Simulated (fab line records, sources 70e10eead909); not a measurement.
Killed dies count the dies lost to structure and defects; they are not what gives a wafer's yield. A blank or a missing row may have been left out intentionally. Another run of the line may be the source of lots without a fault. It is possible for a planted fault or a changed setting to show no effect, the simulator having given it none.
Chamber matching    flow nand_harc    NHARC_A_CHANNEL_FILL_D1_CMP_10 on cmp-04: 4 sister chambers
The step polishes, target thk 150 nm. 8 wafers are shown with their chamber, then 11 later ones without.

== WAFERS WITH THEIR CHAMBER ==
wafer   chamber  motor_current_A (A)  time_to_endpoint_s (s)
L075.5  2        13.5                 15.4
L080.2  3        13.0                 16.5
L080.4  0        13.7                 12.7
L080.6  2        13.8                 12.5
L082.1  1        15.0                 16.8
L082.2  0        13.6                 17.3
L082.4  3        12.8                 16.6
L085.3  1        14.3                 16.6

== WAFERS WHOSE CHAMBER IS MISSING ==
wafer   motor_current_A (A)  time_to_endpoint_s (s)
L085.4  13.3                 14.2
L085.5  13.3                 16.7
L090.1  13.3                 19.1
L090.2  13.6                 13.9
L090.4  13.3                 16.6
L091.1  13.7                 17.2
L091.3  13.8                 15.3
L091.4  12.8                 12.6
L093.1  12.5                 20.9
L093.2  13.3                 15.7
L093.3  14.8                 16.5

== WHICH CHAMBER EACH ONE RAN IN ==
wafer   from the rows above           in truth
L085.4  can't be placed: 2 or 0 or 3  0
L085.5  can't be placed: 3 or 0 or 2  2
L090.1  can't be placed: 3 or 0 or 2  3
L090.2  can't be placed: 2 or 0       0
L090.4  can't be placed: 3 or 0 or 2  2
L091.1  can't be placed: 0 or 2 or 3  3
L091.3  can't be placed: 0 or 2       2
L091.4  can't be placed: 3 or 2 or 0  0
L093.1  3                             3
L093.2  can't be placed: 0 or 3 or 2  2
L093.3  1                             1
Correct placement for 2 of the 11. Cannot be placed on the basis of these rows: 9; the candidates contain the true chamber in 9. 0 placed wrongly.
How it was worked out, from the rows above alone: a wafer's distance from a chamber is the root of the sum, over the readings, of the square of ((its reading less the chamber's mean) divided by the reading's scatter). If the next closest chamber is less than 2 further off than the closest, the wafer can't be placed; otherwise it belongs to the closest. A chamber's mean is the mean of its shown wafers. How the scatter is found: for the shown wafers, subtract from each reading the mean of its chamber, square and add these, divide the total by (wafers less chambers), then take the root.
